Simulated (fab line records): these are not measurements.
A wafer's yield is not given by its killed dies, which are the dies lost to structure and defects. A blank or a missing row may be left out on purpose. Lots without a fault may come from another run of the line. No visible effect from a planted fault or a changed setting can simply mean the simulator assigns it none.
fab line records	flow n5Finfet
record: lots: 5	wafers: 15	lastDay: 17
route steps=1938 shown BEOL_M4@1099 BEOL_M5@1112 BEOL_M6@1238 PASSIVATION@1936
lots that met no fault: taken from a fault-free run of the same line
startH: the number of hours between the record's first day and the start of the first shown wafer of the lot	waitH: hours from the lot's prior step to this one	" the same as in the row above	L1.1+2: one row covering several wafers at once	- value missing, or start not given	* or withheld: withheld	< > ~ a bound
route shown NAME@n: a module of which the file shows steps, and the number in the route of the first	usual: mean/standard deviation of fault-free wafers	same: alike in all rows	chamber/n: place in a boat	sites: the reading at each site	_std_site: how widely they spread, as a standard deviation	_edge_site: outer sites' mean less inner sites'	radiusMm: how far each site lies from the wafer's centre	mask NAME#n: copy n	behind: the last tool/chamber to shape the wafer	hold: what put the lot on hold/how long, in hours/how the hold closed	device: transistor that didn't switch, given as n, p or np	end of line: tests of these same wafers at the route's end	for a step that has no rows: nothing shown but its recipe	killed: at the first sort, the dies lost to defects and structure; wafer yield is something else	map: the dies of a wafer, with x for killed, . for not killed, _ for no die there
set.NAME: setting as actually run; set.NAME@STEP: the setting as run at that earlier step	model.NAME: the simulator's own value behind a step, which no gauge read
certain route steps with their lots: each step a table, each wafer a row
services: the hour from which a tool's chamber was out of use, counted from the record's first day as startH (under 0 if before that day), plus the number of hours and why
== steps ==
step: N5_BEOL_M4_ANNEAL_95
recipe: tempC: 400	timeS: 240	ambient: vacuum
step: N5_BEOL_M4_SPUTTER_96
recipe: material: Cu	targetThkA: 45	tempC: -20	chamberPressurePa: 0.07	powerW: withheld	timeS: 8.29
step: N5_BEOL_M4_ECD_50
recipe: material: Cu	targetThkA: 3000
step: N5_BEOL_M4_ANNEAL_51
recipe: tempC: 225	timeS: 90	ambient: N2
step: N5_BEOL_M4_CMP_52
recipe: stopOn: SiOC	tOverpolishS: 6.8	downForcePsi: 1	platenRpm: 50	clearingPlatenDownForcePsi: 1.5	clearingPlatenRpm: 50	postCmpClean: cuAlkaline	targetThkNm: 40	clearingPlatenPadVelocityMS: 0.99484	padVelocityMS: 0.99484
step: N5_BEOL_M4_PRE_CLEAN_60
recipe: gas: NH3/H2	timeS: 15	tempC: *	rfPowerW: 300
step: N5_BEOL_M4_CO_CAP_55
recipe: material: Co	targetThkA: 20	tempC: 200	precursor: CCTBA/H2	pressureTorr: 30	timeS: 102.1
step: N5_BEOL_M4_PRE_CLEAN_56
recipe: gas: NH3	timeS: 15	tempC: withheld	rfPowerW: 300
step: N5_BEOL_M4_DEP_57
recipe: material: SiCN	targetThkA: 80	tempC: withheld	precursor: 3MS/NH3	pressureTorr: 3	rfW: 202	timeS: 14
step: N5_BEOL_M4_RC_MEAS_101
usual: DIBL_N: 36.1/1.5	DIBL_P: 36.1/1.9	IOFF_N: 0.159/0.029	IOFF_P: 0.21/0.038	ION_N: 675/11	ION_P: 464/8.1	SS_N: 71.5/0.57	SS_P: 73.3/0.64	VT_N: 249/3.1	VT_P: -250/3.8
lot.wafer	tool	chamber	startH	waitH	DIBL_N[mV/V]	DIBL_P[mV/V]	IOFF_N[nA/um]	IOFF_P[nA/um]	ION_N[uA/um]	ION_P[uA/um]	SS_N[mV/dec]	SS_P[mV/dec]	VT_N[mV]	VT_P[mV]
L617.2	prober-02	0	219.24	0.2	35.0	34.7	0.118	0.18	663	461	71.4	72.0	255	-255
L617.3	"	0	"	"	35.2	35.0	0.128	0.19	659	454	71.9	72.3	252	-250
L617.5	"	0	"	"	34.5	34.3	0.118	0.18	666	462	71.0	72.7	254	-254
L618.3	prober-02	0	221.19	0.3	38.5	38.5	0.194	0.27	688	475	72.3	74.2	245	-245
L618.4	"	0	"	"	38.9	38.6	0.195	0.27	682	472	71.8	74.2	244	-243
L618.6	"	0	"	"	37.8	37.2	0.173	0.24	684	474	71.1	74.4	249	-245
L619.3	prober-01	0	221.56	0.3	33.0	32.5	0.120	0.17	654	455	70.6	72.0	255	-251
L619.5	"	0	"	"	33.5	33.2	0.127	0.17	669	459	71.7	72.1	253	-252
L619.6	"	0	"	"	35.3	36.2	0.160	0.22	673	468	71.2	73.7	249	-247
L627.2	prober-01	0	274.21	0.2	34.7	36.8	0.152	0.21	679	465	71.5	73.2	249	-249
L627.4	"	0	"	"	37.4	40.7	0.218	0.29	696	479	72.7	74.3	245	-247
L627.5	"	0	"	"	35.5	37.2	0.162	0.22	684	468	71.3	72.6	248	-247
L632.2	prober-01	0	321.60	0.2	36.2	37.9	0.192	0.27	679	475	71.6	74.0	246	-244
L632.4	"	0	"	"	34.7	35.0	0.153	0.21	683	473	71.3	73.3	249	-250
L632.6	"	0	"	"	36.2	36.5	0.183	0.23	682	463	71.3	74.1	248	-248
step: N5_BEOL_M5_ILD_DEP_00
recipe: material: SiCOH_lowk	targetThkA: 1406.4	tempC: 300	precursor: DEMS/porogen	pressureTorr: 5	rfW: 500	timeS: 25.9
step: N5_BEOL_M5_CURE_79
recipe: tempC: 385	timeS: 240	ambient: He/Ar	material: SiCOH_lowk
step: N5_BEOL_M5_PECVD_70
recipe: material: SiO2	targetThkA: 160	tempC: 400	precursor: TEOS/O2	pressureTorr: 5.5	rfW: 450	teosFlowSccm: 53.8	gas: O2	flowSccm: 3000	timeS: 18
step: N5_BEOL_M5_HM_DEP_02
recipe: material: TiN	targetThkA: 200	tempC: 25	chamberPressurePa: 0.49996
step: N5_BEOL_M5_COAT_59
recipe: resist: SOC	tempC: 250	timeS: 60	spinRpm: 1500	resistThkNm: 60
step: N5_BEOL_M5_COAT_60
recipe: resist: SiARC	tempC: 220	timeS: 60	spinRpm: 1500	resistThkNm: 12
step: N5_BEOL_M5_COAT_71
recipe: resist: underlayer	tempC: 205	timeS: 60	spinRpm: 1500	resistThkNm: 5
step: N5_BEOL_M5_COAT_05
recipe: resist: CAR-EUV	spinRpm: 1500	resistThkNm: 30
step: N5_BEOL_M5_EBR_07
recipe: solvent: PGMEA	ebrWidthMm: 1.5
step: N5_BEOL_M5_SOFTBAKE_06
recipe: tempC: 110	timeS: 60	resist: CAR-EUV
step: N5_BEOL_M5_EXPOSE_08
recipe: maskId: M5	na: 0.33	sourceShape: annular	sigmaInner: 0.4	sigmaOuter: 0.8	polarization: unpolarized	targetCdNm: 28	doseMj: 35.75
step: N5_BEOL_M5_PEB_09
recipe: pebTempC: 100	pebTimeS: 60	resist: CAR-EUV
step: N5_BEOL_M5_DEVELOP_10
recipe: developTimeS: 30	developer: TMAH	resist: CAR-EUV	rinseLiquid: surfactantRinse	dry: airSpin	devTempC: 23
step: N5_BEOL_M5_DESCUM_16
recipe: chemistry: O2	timeS: 7	sourcePowerW: 50	biasPowerW: 20	pressureMtorr: 20	rfFrequencyHz: 2.712e+07	tempC: 40	resist: CAR-EUV	o2FlowSccm: 225
step: N5_BEOL_M5_ETCH_72
recipe: chemistry: N2/H2	target: underlayer	targetDepthA: 65	maskMaterial: CAR-EUV	timeS: 5.2	ionEnergyEv: 200	pressureMtorr: 30	sourceW: 840	biasW: 150	n2FlowSccm: 200	h2FlowSccm: 200	ends: cleared
step: N5_BEOL_M5_ETCH_61
recipe: chemistry: CF4	target: SiARC	targetDepthA: 156	maskMaterial: CAR-EUV	timeS: 26	ionEnergyEv: 80	pressureMtorr: 40	sourceW: 545	biasW: 36	Ar_flow_sccm: 100	cf4FlowSccm: 100	ends: cleared
step: N5_BEOL_M5_ETCH_62
recipe: chemistry: N2/H2	target: SOC	targetDepthA: 750	overetchA: 150	maskMaterial: SiARC	tempC: 40	timeS: 112.5	ionEnergyEv: 200	pressureMtorr: 30	sourceW: 840	biasW: 150	n2FlowSccm: 200	h2FlowSccm: 200
step: N5_BEOL_M5_STRIP_63
recipe: chemistry: N2/H2	tempC: 40	n2FlowSccm: 200	h2FlowSccm: 200	rfFrequencyHz: 6e+07
step: N5_BEOL_M5_STRIP_73
recipe: chemistry: N2/H2	tempC: 40	n2FlowSccm: 200	h2FlowSccm: 200	rfFrequencyHz: 6e+07
step: N5_BEOL_M5_STRIP_64
recipe: chemistry: CF4	resist: SiARC	powerW: 300	biasPowerW: 75	pressureMtorr: 50	cf4FlowSccm: 150	rfFrequencyHz: 6e+07
step: N5_BEOL_M5_HM_OPEN_17
recipe: chemistry: Cl2/BCl3	targetDepthA: 200	overetchA: 60	target: TiN	maskMaterial: SOC	ionEnergyEv: 150	pressureMtorr: 10	icpW: 1000	biasW: 126	Cl2_flow_sccm: 53.25	bcl3FlowSccm: 21.75	Ar_flow_sccm: 25
step: N5_BEOL_M5_STRIP_19
recipe: chemistry: O2	powerW: 400	tempC: 40	pressureMtorr: 30	rfFrequencyHz: 6e+07	biasPowerW: 0	overashFraction: 0.2	o2FlowSccm: 225
step: N5_BEOL_M5_COAT_65
recipe: resist: SOC	tempC: 250	timeS: 60	spinRpm: 1500	resistThkNm: 60
step: N5_BEOL_M5_COAT_66
recipe: resist: SiARC	tempC: 220	timeS: 60	spinRpm: 1500	resistThkNm: 12
step: N5_BEOL_M6_STRIP_36
recipe: chemistry: N2/H2	powerW: 450	tempC: 40	pressureMtorr: 20	rfFrequencyHz: 6e+07	overashFraction: 0.3	biasPowerW: 7	h2Frac: 0.5	n2FlowSccm: 200	h2FlowSccm: 200
usual: biasPowerW: 6.998/0.017	chamberPressureMTorr: 20.00/0.031	drypumpMotorCurrentA: 5.6/0.53	oesProductAu: 0.81/0.059	overashFraction: 0.3/0	rfVppV: 59.4/1.5	showerheadPlenumPTorr: 2.55/0.099	throttleValvePct: 23.52/0.2
lot.wafer	tool	chamber	startH	waitH	biasPowerW	chamberPressureMTorr	drypumpMotorCurrentA	oesProductAu	overashFraction	rfHoursCounterH	rfVppV	showerheadPlenumPTorr	throttleValvePct	model.SOC_of_BEOL_M6_COAT_63.thkNm
L617.2	rieDiel-02	1	236.34	0.0	-	-	-	-	-	-	-	-	-	53.8
L617.3	"	0	"	"	-	-	-	-	-	-	-	-	-	54
L617.5	"	2	"	"	-	-	-	-	-	-	-	-	-	53.6
L618.3	rieDiel-06	3	238.39	0.0	-	-	-	-	-	-	-	-	-	53.4
L618.4	"	1	"	"	-	-	-	-	-	-	-	-	-	53.6
L618.6	"	2	"	"	-	-	-	-	-	-	-	-	-	53.4
L619.3	rieDiel-02	3	241.46	0.0	-	-	-	-	-	-	-	-	-	54.2
L619.5	"	2	"	"	-	-	-	-	-	-	-	-	-	54
L619.6	"	1	"	"	-	-	-	-	-	-	-	-	-	53.8
L627.2	rieDiel-02	1	293.67	0.0	6.992	20.01	5.6	0.79	0.3	98	58.6	2.56	23.27	0
L627.4	"	1	"	"	6.988	20.02	5.6	0.79	0.3	-	60.5	2.56	23.26	0
L627.5	"	0	"	"	6.996	20.01	5.9	0.79	0.3	-	58.5	2.58	23.45	0
L632.2	rieDiel-02	1	338.81	0.0	7.009	19.99	5.6	0.78	0.3	121	60.9	2.55	23.31	0
L632.4	"	1	"	"	7.020	19.96	5.6	0.76	0.3	-	57.7	2.55	23.32	0
L632.6	"	0	"	"	7.001	20.01	5.8	0.78	0.3	-	54.9	2.57	23.45	0
step: N5_BEOL_M6_ETCH_41
recipe: chemistry: CH3F/O2	target: SiCN	targetDepthA: 297	taperDeg: 2	timeS: 52	ionEnergyEv: 120	maskMaterial: TiN	pressureMtorr: 30	sourceW: 395	biasW: 75	Ar_flow_sccm: 150	CH3F_flow_sccm: 30	O2_flow_sccm: 20
usual: drypumpMotorCurrentA: 5.6/0.53	oesProductAu: 0.81/0.059	rfVppV: 297.5/1.7	showerheadPlenumPTorr: 2.01/0.078	throttleValvePct: 16.26/0.16
lot.wafer	tool	chamber	startH	waitH	drypumpMotorCurrentA	oesProductAu	rfHoursCounterH	rfVppV	showerheadPlenumPTorr	throttleValvePct	model.SOC_of_BEOL_M6_COAT_63.thkNm
L617.2	rieDiel-02	1	236.42	0.0	5.6	0.82	83	298.5	2.01	16.03	37.2
L617.3	"	0	"	"	5.8	0.83	65	296.6	2.04	16.08	37.4
L617.5	"	2	"	"	5.7	0.79	-	299.0	2.10	16.19	37.2
L618.3	rieDiel-06	3	238.47	0.0	5.1	0.84	71	299.8	2.10	16.24	37
L618.4	"	1	"	"	6.7	0.77	128	295.9	1.91	16.38	37.4
L618.6	"	2	"	"	5.4	0.85	-	300.3	2.12	16.40	36.8
L619.3	rieDiel-02	3	241.53	0.0	4.7	0.80	97	296.3	1.92	16.40	38
L619.5	"	2	"	"	5.7	0.78	-	299.3	2.10	16.19	37.8
L619.6	"	1	"	"	5.6	0.80	-	297.1	2.01	16.02	37.6
L627.2	rieDiel-02	1	-	-	5.5	0.79	98	297.5	2.00	16.05	0
L627.4	"	1	"	"	5.6	0.78	-	298.0	2.00	16.05	0
L627.5	"	0	"	"	5.8	0.79	-	297.6	2.03	16.10	0
L632.2	rieDiel-02	1	-	-	5.6	0.77	121	298.2	1.99	16.08	0
L632.4	"	1	"	"	5.6	0.78	-	297.6	1.99	16.09	0
L632.6	"	0	"	"	5.8	0.79	-	298.3	2.02	16.17	0
step: N5_PASSIVATION_PROBE_49
usual: defectLimitedYield: 91.5/1.6	killed_at_M0_to_M3: 33/10	killed_at_M4_up: 13/5.6	killedAtContacts: 13/6	killedAtFrontEnd: 39/12	killedAtOther: 3.0/2.8	killedDies: 101/19	killedOnRim: 13/4	killedOpen: 65/13	killedShort: 32/8.3	sort_bin_5_function: 5.0/1	sort_bin_6_memory: 3.1/0.69	sortNPass: 1079/19	sortYieldPct: 91.5/1.6
same: grossDies: 1180	killedAtBackSide: 0	sort_bin_4_leakage[%]: 0	sort_bin_8_speed[%]: 0
lot.wafer	tool	chamber	startH	waitH	defectLimitedYield[%]	killed_at_M0_to_M3	killed_at_M4_up	killedAtContacts	killedAtFrontEnd	killedAtOther	killedDies	killedOnRim	killedOpen	killedShort	sort_bin_5_function[%]	sort_bin_6_memory[%]	sortNPass	sortYieldPct[%]
L617.2	prober-02	-	315.76	0.1	0	23	1087	25	41	4	1180	152	75	26	96.5	3.2	0	0
L617.3	prober-02	-	315.81	0.1	0	37	1090	23	30	0	1180	152	68	29	96.1	3.6	0	0
L617.5	prober-02	-	315.91	0.2	0	29	1079	12	56	4	1180	152	69	36	96.7	3.2	0	0
L618.3	prober-02	-	323.71	0.1	0	29	1100	19	31	1	1180	152	70	30	97.7	2.0	0	0
L618.4	prober-02	-	323.76	0.2	0	46	1064	25	41	4	1180	152	80	40	96.3	3.0	0	0
L618.6	prober-02	-	323.86	0.3	0	23	1086	30	41	0	1180	152	72	35	96.8	2.9	0	0
L619.3	prober-01	-	327.29	0.1	0	22	1106	10	42	0	1180	152	57	32	97.4	2.4	0	0
L619.5	prober-01	-	327.39	0.2	0	26	1095	10	47	2	1180	152	60	31	96.9	2.8	0	0
L619.6	prober-01	-	327.44	0.3	0	25	1081	14	59	1	1180	152	71	41	95.5	3.9	0	0
killed by level:class
L617.2 BEOL_M6:areaAld=1079 MOL_CONTACT_COAG:geometricParticle:open=20 STI_FIN_REVEAL:geometricParticle:open=9 FIN_SAQP:geometricParticle:open=8 BEOL_M1:geometricParticle:open=6 BEOL_M3:geometricParticle:open=6 MOL_CONTACT_COAG:geometricParticle:short=5 STARTING-WAFER:geometricParticle:short=5
L617.3 BEOL_M6:areaAld=1083 MOL_CONTACT_COAG:geometricParticle:open=20 STI_FIN_REVEAL:geometricParticle:open=11 BEOL_M1:geometricParticle:open=9 BEOL_M0_SAQP:geometricParticle:short=8 BEOL_M0_SAQP:geometricParticle:open=6 BEOL_M3:geometricParticle:open=5 STARTING-WAFER:geometricParticle:open=5
L617.5 BEOL_M6:areaAld=1074 STI_FIN_REVEAL:geometricParticle:open=20 BEOL_M0_SAQP:geometricParticle:open=14 FIN_SAQP:geometricParticle:open=9 STI_FIN_REVEAL:geometricParticle:short=9 MOL_CONTACT_COAG:geometricParticle:open=8 ILD0:geometricParticle:short=6 BEOL_M3:geometricParticle:open=5
L618.3 BEOL_M6:areaAld=1079 BEOL_M4:geometricParticle:open=15 MOL_CONTACT_COAG:geometricParticle:open=15 BEOL_M0_SAQP:geometricParticle:open=11 FIN_SAQP:geometricParticle:short=9 STI_FIN_REVEAL:geometricParticle:open=7 BEOL_M0_SAQP:geometricParticle:short=6 BEOL_M3:geometricParticle:open=6
L618.4 BEOL_M6:areaAld=1059 MOL_CONTACT_COAG:geometricParticle:open=23 BEOL_M0_SAQP:geometricParticle:open=10 FIN_SAQP:geometricParticle:short=9 BEOL_M3:geometricParticle:open=9 BEOL_M0_SAQP:geometricParticle:short=7 GATE_CUT:geometricParticle:short=6 STARTING-WAFER:geometricParticle:open=6
L618.6 BEOL_M6:areaAld=1073 MOL_CONTACT_COAG:geometricParticle:open=22 BEOL_M4:geometricParticle:open=9 DUMMY_GATE:geometricParticle:open=8 MOL_CONTACT_COAG:geometricParticle:short=8 FIN_SAQP:geometricParticle:short=7 FIN_SAQP:geometricParticle:open=6 GATE_CUT:geometricParticle:short=6
L619.3 BEOL_M6:areaAld=1090 DUMMY_GATE:geometricParticle:open=12 STI_FIN_REVEAL:geometricParticle:open=7 FIN_SAQP:geometricParticle:short=6 MOL_CONTACT_COAG:geometricParticle:open=6 BEOL_M0_SAQP:geometricParticle:short=6 BEOL_M1:geometricParticle:open=6 GATE_CUT:geometricParticle:short=5
L619.5 BEOL_M6:areaAld=1087 STI_FIN_REVEAL:geometricParticle:open=16 FIN_SAQP:geometricParticle:open=10 FIN_SAQP:geometricParticle:short=6 MOL_CONTACT_COAG:geometricParticle:open=6 BEOL_M3:geometricParticle:open=6 BEOL_M0_SAQP:geometricParticle:short=5 STI_FIN_REVEAL:geometricParticle:short=4
L619.6 BEOL_M6:areaAld=1066 STI_FIN_REVEAL:geometricParticle:open=18 FIN_SAQP:geometricParticle:short=13 MOL_CONTACT_COAG:geometricParticle:open=11 DUMMY_GATE:geometricParticle:open=7 BEOL_M0_SAQP:geometricParticle:short=7 FIN_SAQP:geometricParticle:open=5 STI_FIN_REVEAL:geometricParticle:short=5
map L617.2 (x killed, . not)
_________________xxxxxxxxxxxx________________
______________xxxxxxxxxxxxxxxxxx_____________
___________xxxxxxxxxxxxxxxxxxxxxxxx__________
__________xxxxxxxxxxxxxxxxxxxxxxxxxx_________
________xxxxxxxxxxxxxxxxxxxxxxxxxxxxxx_______
_______xxxxxxxxxxxxxxxxxxxxxxxxxxxxxxxx______
______xxxxxxxxxxxxxxxxxxxxxxxxxxxxxxxxxx_____
_____xxxxxxxxxxxxxxxxxxxxxxxxxxxxxxxxxxxx____
____xxxxxxxxxxxxxxxxxxxxxxxxxxxxxxxxxxxxxx___
___xxxxxxxxxxxxxxxxxxxxxxxxxxxxxxxxxxxxxxxx__
___xxxxxxxxxxxxxxxxxxxxxxxxxxxxxxxxxxxxxxxx__
__xxxxxxxxxxxxxxxxxxxxxxxxxxxxxxxxxxxxxxxxxx_
__xxxxxxxxxxxxxxxxxxxxxxxxxxxxxxxxxxxxxxxxxx_
_xxxxxxxxxxxxxxxxxxxxxxxxxxxxxxxxxxxxxxxxxxxx
_xxxxxxxxxxxxxxxxxxxxxxxxxxxxxxxxxxxxxxxxxxxx
_xxxxxxxxxxxxxxxxxxxxxxxxxxxxxxxxxxxxxxxxxxxx
_xxxxxxxxxxxxxxxxxxxxxxxxxxxxxxxxxxxxxxxxxxxx
_xxxxxxxxxxxxxxxxxxxxxxxxxxxxxxxxxxxxxxxxxxxx
_xxxxxxxxxxxxxxxxxxxxxxxxxxxxxxxxxxxxxxxxxxxx
_xxxxxxxxxxxxxxxxxxxxxxxxxxxxxxxxxxxxxxxxxxxx
_xxxxxxxxxxxxxxxxxxxxxxxxxxxxxxxxxxxxxxxxxxxx
__xxxxxxxxxxxxxxxxxxxxxxxxxxxxxxxxxxxxxxxxxx_
__xxxxxxxxxxxxxxxxxxxxxxxxxxxxxxxxxxxxxxxxxx_
___xxxxxxxxxxxxxxxxxxxxxxxxxxxxxxxxxxxxxxxx__
___xxxxxxxxxxxxxxxxxxxxxxxxxxxxxxxxxxxxxxxx__
____xxxxxxxxxxxxxxxxxxxxxxxxxxxxxxxxxxxxxx___
_____xxxxxxxxxxxxxxxxxxxxxxxxxxxxxxxxxxxx____
______xxxxxxxxxxxxxxxxxxxxxxxxxxxxxxxxxx_____
_______xxxxxxxxxxxxxxxxxxxxxxxxxxxxxxxx______
________xxxxxxxxxxxxxxxxxxxxxxxxxxxxxx_______
__________xxxxxxxxxxxxxxxxxxxxxxxxxx_________
___________xxxxxxxxxxxxxxxxxxxxxxxx__________
______________xxxxxxxxxxxxxxxxxx_____________
_________________xxxxxxxxxxxx________________
map L618.3 (x killed, . not)
_________________xxxxxxxxxxxx________________
______________xxxxxxxxxxxxxxxxxx_____________
___________xxxxxxxxxxxxxxxxxxxxxxxx__________
__________xxxxxxxxxxxxxxxxxxxxxxxxxx_________
________xxxxxxxxxxxxxxxxxxxxxxxxxxxxxx_______
_______xxxxxxxxxxxxxxxxxxxxxxxxxxxxxxxx______
______xxxxxxxxxxxxxxxxxxxxxxxxxxxxxxxxxx_____
_____xxxxxxxxxxxxxxxxxxxxxxxxxxxxxxxxxxxx____
____xxxxxxxxxxxxxxxxxxxxxxxxxxxxxxxxxxxxxx___
___xxxxxxxxxxxxxxxxxxxxxxxxxxxxxxxxxxxxxxxx__
___xxxxxxxxxxxxxxxxxxxxxxxxxxxxxxxxxxxxxxxx__
__xxxxxxxxxxxxxxxxxxxxxxxxxxxxxxxxxxxxxxxxxx_
__xxxxxxxxxxxxxxxxxxxxxxxxxxxxxxxxxxxxxxxxxx_
_xxxxxxxxxxxxxxxxxxxxxxxxxxxxxxxxxxxxxxxxxxxx
_xxxxxxxxxxxxxxxxxxxxxxxxxxxxxxxxxxxxxxxxxxxx
_xxxxxxxxxxxxxxxxxxxxxxxxxxxxxxxxxxxxxxxxxxxx
_xxxxxxxxxxxxxxxxxxxxxxxxxxxxxxxxxxxxxxxxxxxx
_xxxxxxxxxxxxxxxxxxxxxxxxxxxxxxxxxxxxxxxxxxxx
_xxxxxxxxxxxxxxxxxxxxxxxxxxxxxxxxxxxxxxxxxxxx
_xxxxxxxxxxxxxxxxxxxxxxxxxxxxxxxxxxxxxxxxxxxx
_xxxxxxxxxxxxxxxxxxxxxxxxxxxxxxxxxxxxxxxxxxxx
__xxxxxxxxxxxxxxxxxxxxxxxxxxxxxxxxxxxxxxxxxx_
__xxxxxxxxxxxxxxxxxxxxxxxxxxxxxxxxxxxxxxxxxx_
___xxxxxxxxxxxxxxxxxxxxxxxxxxxxxxxxxxxxxxxx__
___xxxxxxxxxxxxxxxxxxxxxxxxxxxxxxxxxxxxxxxx__
____xxxxxxxxxxxxxxxxxxxxxxxxxxxxxxxxxxxxxx___
_____xxxxxxxxxxxxxxxxxxxxxxxxxxxxxxxxxxxx____
______xxxxxxxxxxxxxxxxxxxxxxxxxxxxxxxxxx_____
_______xxxxxxxxxxxxxxxxxxxxxxxxxxxxxxxx______
________xxxxxxxxxxxxxxxxxxxxxxxxxxxxxx_______
__________xxxxxxxxxxxxxxxxxxxxxxxxxx_________
___________xxxxxxxxxxxxxxxxxxxxxxxx__________
______________xxxxxxxxxxxxxxxxxx_____________
_________________xxxxxxxxxxxx________________
== services ==
tool	chamber	startH	hours	kind
rieDiel-06	3	219.51	1.4	repair
rieDiel-02	1	259.35	18.6	repair
rieDiel-02	3	329.31	13.5	repair
== key ==
firstSign: step: N5_BEOL_M6_STRIP_36	reading: toolRecord	direction: missing
effect: step: N5_PASSIVATION_PROBE_49	reading: killed_at_M4_up	direction: up	sigmas: 99+	usual: 13	struck: 1088
modelEffect: step: N5_BEOL_M6_STRIP_36	value: SOC_of_BEOL_M6_COAT_63.thkNm	without: 0	struck: 53.76
modelEffect: step: N5_BEOL_M6_ETCH_41	value: SOC_of_BEOL_M6_COAT_63.thkNm	without: 0	struck: 37.38
moreKillsBornAt: N5_BEOL_M6_ALD_77@aldMetal-03: 9690
metAt N5_BEOL_M6_STRIP_36
struckWafers L617.2,L617.3,L617.5,L618.3,L618.4,L618.6,L619.3,L619.5,L619.6
laterRowsLeftOut L617.2,L617.3,L617.5,L618.3,L618.4,L618.6,L619.3,L619.5,L619.6
fault: kind: skippedStepWhole	tool: rieDiel-02,rieDiel-06	chamber: -	onsetH: 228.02	steps: N5_BEOL_M6_STRIP_36	scope: struckLotsOnly
laterRowsLeftOut: the simulator's readings of these wafers behind a module that went badly wrong aren't trusted and aren't shown, but for the sort
